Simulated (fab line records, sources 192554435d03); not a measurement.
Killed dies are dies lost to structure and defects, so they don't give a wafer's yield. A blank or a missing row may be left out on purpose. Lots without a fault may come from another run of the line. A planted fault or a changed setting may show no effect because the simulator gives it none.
Chamber matching | flow n5_finfet | N5_BEOL_M3_CO_CAP_55 on cvd_co-01: 3 sister chambers
The step material Co, precursor CCTBA/H2, target thk 2 nm, time 102.1 s. 3 wafers are shown with their chamber, then 9 later ones without.

WAFERS WITH THEIR CHAMBER
wafer  | chamber | heater_power_w (W)
L091.3 | 2       | 226
L091.5 | 1       | 226
L091.6 | 0       | 211

WAFERS WITHOUT THEIR CHAMBER
wafer  | heater_power_w (W)
L092.2 | 221
L092.3 | 209
L092.6 | 210
L094.1 | 210
L094.5 | 225
L094.6 | 209
L097.2 | 211
L097.3 | 228
L097.5 | 210

WHICH CHAMBER EACH WENT THROUGH
wafer  | from the rows above     | in truth
L092.2 | can't be placed: 1 or 2 | 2
L092.3 | 0                       | 0
L092.6 | 0                       | 0
L094.1 | 0                       | 0
L094.5 | can't be placed: 1 or 2 | 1
L094.6 | 0                       | 0
L097.2 | 0                       | 0
L097.3 | can't be placed: 1 or 2 | 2
L097.5 | 0                       | 0
Placed correctly: 6 of 9. Can't be placed from these rows: 3 (the true chamber is among the candidates in 3). Placed wrongly: 0.
How it was worked out, from the rows above alone: a wafer's distance from a chamber is the root of the sum, over the readings, of the square of ((its reading less the chamber's mean) divided by the reading's scatter). The wafer belongs to the nearest chamber; if the next one is less than 2 further off, it can't be placed. A chamber's mean is the mean of its shown wafers. The scatter: with one shown wafer a chamber, the root of the mean of the squares of how far each hidden wafer lies from its nearest shown one.
